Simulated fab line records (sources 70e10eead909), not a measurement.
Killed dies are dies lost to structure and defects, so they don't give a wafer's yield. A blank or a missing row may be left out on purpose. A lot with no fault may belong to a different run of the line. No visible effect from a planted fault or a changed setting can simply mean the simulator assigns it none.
Chamber matching -- flow nand_harc -- 4 sister chambers for NHARC_THIN_TSV_ETCHBACK_48 on rie_diel-04
The step etches the open film in C4F8/Ar, target depth 1028.5 nm, time 405.17 s. 8 wafers are shown with their chamber, then 7 later ones without.

== WAFERS PAIRED WITH THEIR CHAMBERS ==
wafer,chamber,rf_vpp_V (V),oes_product_au (a.u.)
L204.1,2,543,0.916
L207.1,1,545,0.943
L207.5,2,542,0.920
L207.6,3,551,0.935
L213.4,1,546,0.990
L213.6,3,554,0.990
L218.4,0,544,0.972
L218.5,0,542,0.964

== WAFERS WHOSE CHAMBER IS MISSING ==
wafer,rf_vpp_V (V),oes_product_au (a.u.)
L218.6,545,0.969
L214.2,546,0.996
L214.4,553,1.000
L214.6,545,0.995
L226.1,542,0.917
L226.2,543,0.920
L226.4,553,0.925

== EACH ONE'S CHAMBER ==
wafer,from the rows above,in truth
L218.6,can't be placed: 1 or 0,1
L214.2,can't be placed: 1 or 0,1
L214.4,3,3
L214.6,can't be placed: 1 or 0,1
L226.1,can't be placed: 2 or 0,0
L226.2,can't be placed: 2 or 0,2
L226.4,3,3
Correct placement for 2 of the 7. These rows do not allow placing 5 (true chamber among the candidates in 5). Number placed wrongly: 0.
How it was worked out, from the rows above alone: a wafer's distance from a chamber is the root of the sum, over the readings, of the square of ((its reading less the chamber's mean) divided by the reading's scatter). The wafer belongs to the nearest chamber; if the next one is less than 2 further off, it can't be placed. A chamber's mean is the mean of its shown wafers. The scatter is the square root of a quotient: the sum, over the shown wafers, of each reading's squared deviation from its chamber's mean, divided by wafers minus chambers.
